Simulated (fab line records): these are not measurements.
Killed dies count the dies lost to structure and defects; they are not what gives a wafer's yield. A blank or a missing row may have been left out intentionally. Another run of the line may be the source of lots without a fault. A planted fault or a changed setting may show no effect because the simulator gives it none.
Matching of chambers + flow nand_harc + 4 sister chambers for NHARC_P_GATE_ALD_36 on ald_sin-04
The step deposits SiNx, target thk 20 nm, pulse time 60 s, ald cycles 223. 8 wafers are shown with their chamber, then 8 later ones without.

== WAFERS WITH THEIR CHAMBER ==
| wafer  | chamber | heater_power_outer_w (W) | heater_power_w (W) |
|--------|---------|--------------------------|--------------------|
| L079.3 | 2       | 560                      | 809                |
| L082.4 | 0       | 509                      | 844                |
| L085.1 | 3       | 512                      | 800                |
| L085.6 | 1       | 476                      | 742                |
| L088.3 | 3       | 512                      | 812                |
| L088.6 | 1       | 479                      | 758                |
| L088.5 | 2       | 551                      | 824                |
| L092.4 | 0       | 519                      | 861                |

== WAFERS WITH NO CHAMBER GIVEN ==
| wafer  | heater_power_outer_w (W) | heater_power_w (W) |
|--------|--------------------------|--------------------|
| L092.6 | 531                      | 815                |
| L092.5 | 485                      | 765                |
| L095.4 | 478                      | 771                |
| L095.6 | 522                      | 862                |
| L095.5 | 476                      | 758                |
| L096.3 | 524                      | 752                |
| L096.2 | 494                      | 763                |
| L096.6 | 525                      | 742                |

== WHICH CHAMBER EACH WENT THROUGH ==
| wafer  | from the rows above          | in truth                   |
|--------|------------------------------|----------------------------|
| L092.6 | can't be placed: 3 or 0 or 2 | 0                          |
| L092.5 | 1                            | 1                          |
| L095.4 | 1                            | 1                          |
| L095.6 | 0                            | 0                          |
| L095.5 | 1                            | 1                          |
| L096.3 | 3                            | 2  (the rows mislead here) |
| L096.2 | can't be placed: 1 or 3      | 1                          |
| L096.6 | 3                            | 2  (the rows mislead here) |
4 of 8 placed correctly. These rows do not allow placing 2 (true chamber among the candidates in 2). Number placed wrongly: 2.
How it was worked out, from the rows above alone: a wafer's distance from a chamber is the root of the sum, over the readings, of the square of ((its reading less the chamber's mean) divided by the reading's scatter). If the next closest chamber is less than 2 further off than the closest, the wafer can't be placed; otherwise it belongs to the closest. For every chamber, the mean is computed from those of its wafers that are shown. How the scatter is found: for the shown wafers, subtract from each reading the mean of its chamber, square and add these, divide the total by (wafers less chambers), then take the root.
